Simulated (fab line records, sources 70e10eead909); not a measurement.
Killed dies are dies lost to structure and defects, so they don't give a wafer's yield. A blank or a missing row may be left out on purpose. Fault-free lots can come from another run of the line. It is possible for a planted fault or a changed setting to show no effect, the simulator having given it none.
Chamber matching :: flow nandHarc :: NHARC_A_STAIRCASE_DEP_301 on pecvd-02: 3 sister chambers
The step deposits SiON, target thk 30 nm. 3 wafers are shown with their chamber, then 8 later ones without.

## WAFERS, EACH WITH ITS CHAMBER
wafer: L086.1
chamber: 0
heaterPowerW (W): 1058

wafer: L089.5
chamber: 2
heaterPowerW (W): 737

wafer: L090.1
chamber: 1
heaterPowerW (W): 733

## WAFERS WITHOUT THEIR CHAMBER
wafer: L090.3
heaterPowerW (W): 1057

wafer: L090.5
heaterPowerW (W): 774

wafer: L094.1
heaterPowerW (W): 758

wafer: L094.4
heaterPowerW (W): 727

wafer: L094.6
heaterPowerW (W): 1094

wafer: L096.1
heaterPowerW (W): 1068

wafer: L096.3
heaterPowerW (W): 778

wafer: L096.6
heaterPowerW (W): 744

## WHICH CHAMBER EACH WENT THROUGH
wafer: L090.3
from the rows above: 0
in truth: 0

wafer: L090.5
from the rows above: can't be placed: 2 or 1
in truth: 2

wafer: L094.1
from the rows above: can't be placed: 2 or 1
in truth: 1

wafer: L094.4
from the rows above: can't be placed: 1 or 2
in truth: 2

wafer: L094.6
from the rows above: 0
in truth: 0

wafer: L096.1
from the rows above: 0
in truth: 0

wafer: L096.3
from the rows above: can't be placed: 2 or 1
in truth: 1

wafer: L096.6
from the rows above: can't be placed: 2 or 1
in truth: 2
Correct placement for 3 of the 8. From these rows, 5 cannot be placed; in 5 the true chamber is one of the candidates. 0 placed wrongly.
How it was worked out, from the rows above alone: a wafer's distance from a chamber is the root of the sum, over the readings, of the square of ((its reading less the chamber's mean) divided by the reading's scatter). If the next closest chamber is less than 2 further off than the closest, the wafer can't be placed; otherwise it belongs to the closest. The mean given for a chamber averages the wafers shown for that chamber. The scatter: root of mean squared gap, hidden wafer to nearest shown wafer, with one shown wafer a chamber.
